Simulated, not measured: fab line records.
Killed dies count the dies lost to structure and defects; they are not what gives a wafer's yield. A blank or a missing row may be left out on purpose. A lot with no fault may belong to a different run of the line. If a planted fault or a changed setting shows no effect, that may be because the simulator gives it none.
Which tool is to blame? | flow nand-harc | 33 wafers from 11 lots sampled at 5 of the route's 1159 steps

## WHAT EACH GAUGE READ, for each wafer
NHARC_P_M2_INSPECT_27.
lot  | measured     | on                | raw-defect-count
L765 | day 6 09:37  | defect-inspect-01 | 168 187 205
L766 | day 6 21:09  | defect-inspect-02 | 340 361 434
L767 | day 7 07:39  | defect-inspect-02 | 352 493 290
L772 | day 7 15:22  | defect-inspect-01 | 490 254 298
L771 | day 7 19:54  | defect-inspect-02 | 306 282 368
L773 | day 8 09:13  | defect-inspect-01 | 394 461 305
L774 | day 8 16:02  | defect-inspect-01 | 358 297 156
L776 | day 9 00:20  | defect-inspect-02 | 351 343 328
L781 | day 10 01:53 | defect-inspect-02 | 247 153 4558
L785 | day 11 10:45 | defect-inspect-01 | 435 352 316
L788 | day 12 04:35 | defect-inspect-01 | 441 522 381

## WHAT TOOL EACH LOT RAN ON (gives the tool, then ch and the chambers of the sampled wafers, and finally the start)
lot  | NHARC_P_M2_STRIP_18                | NHARC_P_M2_ETCH_28                            | NHARC_P_M2_PVD_21                       | NHARC_P_M2_CMP_23
L765 | rie-diel-07 ch 0,3, day 6 07:22    | rie-diel-07 ch 2,3, day 6 09:10 or earlier    | pvd-sputter-01, day 6 09:10 or earlier  | cmp-03 ch 0,1,3, day 6 09:10
L766 | rie-diel-03 ch 0,1,3, day 6 18:52  | rie-diel-03 ch 1,2,3, day 6 20:41 or earlier  | pvd-sputter-01, day 6 20:41 or earlier  | cmp-03 ch 0,1, day 6 20:41
L767 | rie-diel-03 ch 0,1,3, day 7 05:29  | rie-diel-03 ch 0,1, day 7 07:13 or earlier    | pvd-sputter-01, day 7 07:13 or earlier  | cmp-02 ch 2,3, day 7 07:13
L772 | rie-diel-06 ch 1,2,3, day 7 12:51  | rie-diel-06 ch 0,1,2, day 7 14:54 or earlier  | pvd-sputter-02, day 7 14:54 or earlier  | cmp-02 ch 0,1,2, day 7 14:54
L771 | rie-diel-03 ch 1,2, day 7 17:44    | rie-diel-03 ch 0,2,3, day 7 19:26 or earlier  | pvd-sputter-03, day 7 19:26 or earlier  | cmp-04 ch 0,1, day 7 19:26
L773 | rie-diel-03 ch 0,1,2, day 8 07:04  | rie-diel-03 ch 1,2, day 8 08:45 or earlier    | pvd-sputter-03, day 8 08:45 or earlier  | cmp-02 ch 0,3, day 8 08:45
L774 | rie-diel-03 ch 0,3, day 8 13:50    | rie-diel-03 ch 0,3, day 8 15:38 or earlier    | pvd-sputter-03, day 8 15:38 or earlier  | cmp-02 ch 1,2,3, day 8 15:38
L776 | rie-diel-03 ch 0,3, day 8 22:08    | rie-diel-03 ch 1,2,3, day 8 23:54 or earlier  | pvd-sputter-03, day 8 23:54 or earlier  | cmp-02 ch 0,2,3, day 8 23:54
L781 | rie-diel-07 ch 0,1,2, day 9 23:40  | rie-diel-07 ch 0,3, day 10 01:25 or earlier   | pvd-sputter-03, day 10 01:25 or earlier | cmp-03 ch 1,3, day 10 01:25
L785 | rie-diel-07 ch 1,2,3, day 11 08:30 | rie-diel-07 ch 1,2,3, day 11 10:17 or earlier | pvd-sputter-02, day 11 10:17 or earlier | cmp-04 ch 0,2,3, day 11 10:17
L788 | rie-diel-03 ch 1,2,3, day 12 02:22 | rie-diel-03 ch 0,1,2, day 12 04:09 or earlier | pvd-sputter-03, day 12 04:09 or earlier | cmp-04 ch 0,1,2, day 12 04:09
- NHARC_P_M2_STRIP_18: strips in N2/H2.
- NHARC_P_M2_ETCH_28: etches the open film in CF4/N2, target depth 30 nm, time 72.99 s.
- NHARC_P_M2_PVD_21: deposits Cu, target thk 30 nm, time 20.49 s.
- NHARC_P_M2_CMP_23: polishes, t overpolish 20 s, target thk 144.3 nm.

## THE ANSWER, worked out from the rows above alone
Rule: usual is defined by the lots themselves. Put in order of their means at a reading, lots are off if they are a third of the lots or fewer, leave a main group of 4 or more, and stand apart from it by a gap of 3 or more times the standard deviation of the main group's means; of several such gaps the widest counts. Not used: any main group whose means are identical at the precision the tables above print for the reading. Also off: a lot with no number at a reading for which 4 or more lots have one. Where the step has rows for the other lots, those lots are counted as sound.
Off, at NHARC_P_M2_INSPECT_27 on raw-defect-count: L781. The main group: mean 342, standard deviation 68.
A tool fits if, at a process step before that reading, it ran every lot that is off, and no sound lot after the first of them. Gauges at NHARC_P_M2_INSPECT_27: tried the same way as those tools. NHARC_P_M2_ETCH_28 gives no start for some lots, so the hours and the order of its lots are those of NHARC_P_M2_CMP_23. NHARC_P_M2_PVD_21 gives no start for some lots, so the hours and the order of its lots are those of NHARC_P_M2_CMP_23. 2 tools fit, cmp-03 at NHARC_P_M2_CMP_23 and defect-inspect-02 at NHARC_P_M2_INSPECT_27, so this cannot tell which one it is.

## WHAT WAS PUT IN BY THE SIMULATOR
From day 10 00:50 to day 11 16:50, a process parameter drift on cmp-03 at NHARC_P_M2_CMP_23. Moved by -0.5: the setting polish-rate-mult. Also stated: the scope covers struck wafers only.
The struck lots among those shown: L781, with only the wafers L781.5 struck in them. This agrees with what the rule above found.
